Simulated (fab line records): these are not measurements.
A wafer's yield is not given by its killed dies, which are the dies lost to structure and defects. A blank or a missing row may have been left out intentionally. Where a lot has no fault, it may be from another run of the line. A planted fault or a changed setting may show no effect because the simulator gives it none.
Struck lot and sound lot, side by side | flow n5Finfet | 36 steps out of a route of 1938
Sound: these wafers, L562.3, L562.4, L562.5. Wafers L570.2, L570.4, L570.6 were the ones struck. The cause is given at the end.
Each step with rows lists, per side, the tool, then ch with its chambers, then its first start. Under that, the readings that differ: sound wafers | struck wafers | difference of the means | sigmas: that difference in standard deviations of wafers without a fault.
alike: words and numbers the same on both sides, and readings whose means are apart by under 2 such deviations; not compared: readings that were withheld, readings missing a value for some wafer, numbers with overlapping values and no deviation given by the record, and bounds like >300 which may hide the same value.
A row with sigmas, a row that says differs or no value, or rows on one side alone: a step with any of these is where the two part. When numbers do not overlap yet have no deviation, they are printed without sigmas and do not part them. A reading missing from all wafers of one side parts the sides only when that side holds two or more wafers.

first, 9 steps without rows for these wafers: N5_PMOS_HMC_CHANNEL_EPI_EXPOSE_06 (exposes mask PMOS HMC BLK, target cd 240 nm); N5_PMOS_HMC_CHANNEL_EPI_PEB_07 (peb time 60 s); N5_PMOS_HMC_CHANNEL_EPI_DEVELOP_08 (develop time 30 s); N5_PMOS_HMC_CHANNEL_EPI_DESCUM_14 (chemistry O2, time 7.9 s); N5_PMOS_HMC_CHANNEL_EPI_ETCH_32 (etches BARC in N2/H2, stops on SiO2, target depth 85.8 nm, time 50.3 s); N5_PMOS_HMC_CHANNEL_EPI_HM_OPEN_15 (chemistry CHF3/O2, target SiO2, target depth 40.6 nm, time 20.3 s); N5_PMOS_HMC_CHANNEL_EPI_STRIP_33 (strips in N2/H2); N5_PMOS_HMC_CHANNEL_EPI_STRIP_17 (strips in SPM, time 750 s); N5_PMOS_HMC_CHANNEL_EPI_ETCH_38 (etches SiO2 in CF4, target depth 1.5 nm).
N5_PMOS_HMC_CHANNEL_EPI_FIN_RECESS_16: chemistry HBr/Cl2, target Si, target depth 54 nm, time 18 s.
  sound on rieSi-04 ch 1,2, day 2 11:32; struck on rieSi-05 ch 0,1, day 4 11:51
  no value came back on the struck wafers for any of 5 readings (HBr_flow_sccm (sccm), biasW (W) and others); on the sound wafers HBr_flow_sccm (sccm) reads 149.7 150.0 150.5
reading                                                 | sound            | struck            | difference | sigmas
model.SiO2_of_PMOS_HMC_CHANNEL_EPI_HM_DEP_34.thkNm (nm) | 29.37 30.65 30.2 | 33.43 34.01 34.19 | +3.80      | 
  not compared: rfHoursCounterH
then, 1 step without rows for these wafers: N5_PMOS_HMC_CHANNEL_EPI_PRECLEAN_36 (cleans in O3/DIW, time 45 s).
N5_PMOS_HMC_CHANNEL_EPI_PRECLEAN_18: cleans in DHF, time 30 s.
  sound on wetBench-05 ch 2,3,4, day 2 11:39; struck on wetBench-04 ch 1,3,7, day 4 11:58
reading                                                 | sound             | struck          | difference | sigmas
model.SiO2_of_PMOS_HMC_CHANNEL_EPI_HM_DEP_34.thkNm (nm) | 23.77 25.02 24.58 | 27.8 28.4 28.57 | +3.8       | 
then, 22 steps without rows for these wafers: N5_PMOS_HMC_CHANNEL_EPI_SRD_19 (time 30 s); N5_PMOS_HMC_CHANNEL_EPI_EPI_20 (deposits SiGe30, target thk 59 nm); N5_PMOS_HMC_CHANNEL_EPI_HM_STRIP_35 (strips SiO2 in dHF, material SiO2, target depth 39.6 nm, time 216 s); N5_PMOS_HMC_CHANNEL_EPI_SRD_39 (time 30 s); N5_PMOS_HMC_CHANNEL_EPI_CMP_21 (polishes SiGe30, target thk 54 nm); N5_PMOS_HMC_CHANNEL_EPI_PRECLEAN_40 (cleans in DHF, time 30 s); N5_PMOS_HMC_CHANNEL_EPI_PRECLEAN_37 (cleans in O3/DIW, time 45 s); N5_PMOS_HMC_CHANNEL_EPI_PRECLEAN_24 (cleans in DHF, time 30 s); N5_PMOS_HMC_CHANNEL_EPI_SRD_25 (time 30 s); N5_PMOS_HMC_CHANNEL_EPI_EPI_26 (deposits Si from SiH4/H2, target thk 3.8 nm, time 22.7 s); N5_FIN_SAQP_PRECLEAN_42 (cleans in O3/DIW, time 60 s); N5_FIN_SAQP_PRECLEAN_00 (cleans in SC1, time 60 s); N5_FIN_SAQP_PRECLEAN_44 (cleans in SC2, time 45 s); N5_FIN_SAQP_SRD_01 (time 30 s); N5_FIN_SAQP_ALD_61 (deposits SiO2, target thk 4 nm, pulse time 1 s, purge time 2 s); N5_FIN_SAQP_DENSIFY_62 (time 60 s); N5_FIN_SAQP_HM_DEP_03 (deposits SiNx from SiH4/NH3/N2, target thk 38 nm, time 33.6 s); N5_FIN_SAQP_PECVD_47 (deposits a-Si from SiH4/He, target thk 45 nm, time 36.3 s); N5_FIN_SAQP_PECVD_48 (deposits SiNx from SiH4/NH3/N2, target thk 25 nm, time 22.1 s); N5_FIN_SAQP_PECVD_06 (deposits a-Si from SiH4/He, target thk 60 nm, time 48.1 s); N5_FIN_SAQP_HM_DEP_72 (deposits SiO2 from SiH4/N2O, target thk 12 nm, time 7.2 s); N5_FIN_SAQP_COAT_49 (time 60 s, resist thk 100 nm).
N5_FIN_SAQP_OVL_MEAS_17:
  sound on overlay-01 ch 0, day 2 16:08; struck on overlay-01 ch 0, day 4 16:01
reading           | sound         | struck | difference                    | sigmas
FIN_CORE_OVL (nm) | -0.4 -1.8 0.3 | - - -  | no value on the struck wafers | 
then, 1 step without rows for these wafers: N5_PASSIVATION_PROBE_49.

## WHERE THEY PART
At N5_PMOS_HMC_CHANNEL_EPI_FIN_RECESS_16 first; at N5_FIN_SAQP_OVL_MEAS_17 last (within this record only).

WHY: what the simulator had put in
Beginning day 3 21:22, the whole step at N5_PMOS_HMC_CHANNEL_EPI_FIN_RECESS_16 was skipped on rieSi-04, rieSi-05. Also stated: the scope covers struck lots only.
